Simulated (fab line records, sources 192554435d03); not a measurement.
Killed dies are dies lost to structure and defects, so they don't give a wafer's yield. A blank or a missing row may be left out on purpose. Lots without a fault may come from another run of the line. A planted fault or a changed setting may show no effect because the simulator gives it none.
A struck lot beside a sound one | flow n5_finfet | 35 steps out of a route of 1938
Sound: wafers L985.2, L985.4, L985.5. Struck: wafer L983.1. (L983.2 of the same lot was not struck and is left out.) The cause comes at the end.
At each step with rows: each side's tool, then ch and its chambers, then its first start. Under that, the readings that differ: sound wafers | struck wafers | difference of the means | sigmas: that difference in standard deviations of wafers without a fault.
alike: readings whose means differ by less than 2 such deviations, and words and numbers that are the same on both sides. not compared: withheld readings, readings that some wafer has no value for, bounds like >300 that may hide the same value, and numbers for which the record gives no deviation and whose values overlap.
The two part at a step that has a row with sigmas, a row that says differs or no value, or rows on one side only. Numbers that don't overlap but have no deviation are shown without sigmas and don't part them. A reading that every wafer of one side lacks parts them only if that side has two wafers or more.

N5_START_INSPECT_01: inspects for defects (unpatterned scan).
  sound on defect_inspect-01, day 4 18:02; struck on defect_inspect-02, day 4 06:02
  alike: raw_defect_count
then, 2 steps without rows for these wafers: N5_ZERO_LAYER_PRECLEAN_00 (cleans in SPM, time 600 s); N5_ZERO_LAYER_SRD_01 (time 30 s, dry time 30 s).
N5_ZERO_LAYER_PECVD_02: deposits SiO2 from SiH4/N2O, target thk 10 nm, time 6 s.
  sound on pecvd-03 ch 0,1,2, day 4 18:17; struck on pecvd-04 ch 2, day 4 06:17
  reading                                       | sound             | struck | difference | sigmas
  model.SiO2_of_ZERO_LAYER_PECVD_02.thk_nm (nm) | 10.03 10.13 9.845 | 18.64  | +8.64      |
  alike: heater_power_w, showerhead_plenum_p_Torr
then, 8 steps without rows for these wafers: N5_ZERO_LAYER_HMDS_04 (time 60 s); N5_ZERO_LAYER_COAT_05 (resist thk 1000 nm); N5_ZERO_LAYER_EBR_07; N5_ZERO_LAYER_SOFTBAKE_06 (time 90 s); N5_ZERO_LAYER_EXPOSE_08 (exposes mask ZERO, defocus 0 nm, target cd 2000 nm); N5_ZERO_LAYER_PEB_09; N5_ZERO_LAYER_DEVELOP_10 (develop time 60 s); N5_ZERO_LAYER_HARDBAKE_23 (time 120 s).
N5_ZERO_LAYER_CD_MEAS_11: target cd 2000 nm.
  sound on cd_sem-02 ch 0, day 4 18:46; struck on cd_sem-02 ch 0, day 4 06:47
  alike: cd_nm
N5_ZERO_LAYER_DESCUM_16: chemistry O2, time 7.9 s.
  sound on rie_diel-05 ch 0,1,2, day 4 18:48; struck on rie_diel-06 ch 1, day 4 06:49
  reading                     | sound       | struck | difference | sigmas
  drypump_motor_current_A (A) | 6.2 6.0 6.4 | 5.2    | -1.0       | -3
  alike: oes_product_au, rf_vpp_V, showerhead_plenum_p_Torr, throttle_valve_pct
  not compared: rf_hours_counter_h
N5_ZERO_LAYER_ETCH_17: etches SiO2 in CF4, target depth 12 nm, time 13.3 s.
  sound on rie_diel-05 ch 0,1,2, day 4 18:50; struck on rie_diel-06 ch 1, day 4 06:51
  reading                     | sound       | struck | difference | sigmas
  drypump_motor_current_A (A) | 6.2 6.1 6.4 | 5.2    | -1.0       | -3
  alike: cf4_flow_sccm, oes_product_au, rf_vpp_V, showerhead_plenum_p_Torr, throttle_valve_pct
  not compared: rf_hours_counter_h
N5_ZERO_LAYER_ETCH_18: etches Si in HBr/Cl2, target depth 120 nm, time 40 s.
  sound on rie_si-04 ch 0,1,3, day 4 18:55; struck on rie_si-02 ch 2, day 4 06:56
  alike: drypump_motor_current_A, oes_product_au, throttle_valve_pct
  not compared: rf_hours_counter_h
N5_ZERO_LAYER_STRIP_24: strips in O2.
  sound on plasma_asher-01 ch 0,1, day 4 19:01; struck on plasma_asher-01 ch 1, day 4 07:02
  alike: drypump_motor_current_A, heater_power_w, oes_product_au, strip_time_to_endpoint_s
  not compared: rf_hours_counter_h
then, 1 step without rows for these wafers: N5_ZERO_LAYER_STRIP_19 (strips in SPM, time 900 s).
N5_ZERO_LAYER_INSPECT_20: inspects for defects (darkfield).
  sound on defect_inspect-01, day 4 19:23; struck on defect_inspect-02, day 4 07:24
  alike: raw_defect_count
then, 8 steps without rows for these wafers: N5_WELL_APT_HMDS_01 (time 60 s); N5_WELL_APT_COAT_02 (resist thk 950 nm); N5_WELL_APT_EBR_04; N5_WELL_APT_SOFTBAKE_03 (time 60 s); N5_WELL_APT_EXPOSE_05 (exposes mask NWELL, defocus 0 nm, target cd 200 nm); N5_WELL_APT_PEB_06 (peb time 90 s); N5_WELL_APT_DEVELOP_07 (develop time 45 s); N5_WELL_APT_HARDBAKE_12 (time 120 s).
N5_WELL_APT_CD_MEAS_08: target cd 200 nm.
  sound on cd_sem-02 ch 0, day 4 19:49; struck on cd_sem-02 ch 0, day 4 07:42
  alike: cd_nm
N5_WELL_APT_OVL_MEAS_09:
  sound on overlay-02 ch 0, day 4 19:50; struck on overlay-01 ch 0, day 4 07:44
  alike: NWELL_OVL
N5_WELL_APT_INSPECT_10: inspects for defects (macro).
  sound on defect_inspect-01, day 4 19:52; struck on defect_inspect-01, day 4 07:45
  reading          | sound | struck | difference | sigmas
  raw_defect_count | 1 4 0 | 5      | +3         | +2
N5_WELL_APT_DESCUM_13: chemistry O2, time 7.9 s.
  sound on rie_diel-03 ch 1,3, day 4 19:55; struck on rie_diel-04 ch 3, day 4 07:53
  reading                | sound             | struck | difference | sigmas
  rf_vpp_V (V)           | 244.7 242.9 243.0 | 240.7  | -2.8       | -2
  throttle_valve_pct (%) | 20.72 20.23 20.72 | 20.05  | -0.51      | -3
  alike: drypump_motor_current_A, oes_product_au, showerhead_plenum_p_Torr
  not compared: rf_hours_counter_h
then, 2 steps without rows for these wafers: N5_WELL_APT_IMPLANT_14; N5_WELL_APT_IMPLANT_15.
-- the record jumps here: 7 days lie between the struck wafers' starts before and after (it left off in module WELL_APT and takes up again in module BEOL_M4, whose first step shown is number 1111 of the route) --
N5_BEOL_M4_RC_MEAS_101:
  sound on prober-01 ch 0, day 11 15:10; struck on prober-01 ch 0, day 11 03:37
  reading           | sound          | struck | difference | sigmas
  CJ_N              | 4.54 4.52 4.42 | 4.92   | +0.43      | +4
  CJ_P              | 5.74 5.40 5.65 | 4.70   | -0.90      | -4
  RS_PWELL (ohm/sq) | 2999 3039 2998 | 3165   | +153       | +7
  alike: DIBL_N, DIBL_P, IOFF_N, IOFF_N_LONG, IOFF_P, ION_N, ION_P, RS_NWELL, SS_N, SS_P, VT_N, VT_P
N5_PASSIVATION_PROBE_49:
  the record has rows for the sound wafers here (prober-02, day 15 23:51) and none for the struck ones

WHERE THEY PART
First at N5_ZERO_LAYER_DESCUM_16; last, within this record, at N5_PASSIVATION_PROBE_49.

WHY: what the simulator had put in
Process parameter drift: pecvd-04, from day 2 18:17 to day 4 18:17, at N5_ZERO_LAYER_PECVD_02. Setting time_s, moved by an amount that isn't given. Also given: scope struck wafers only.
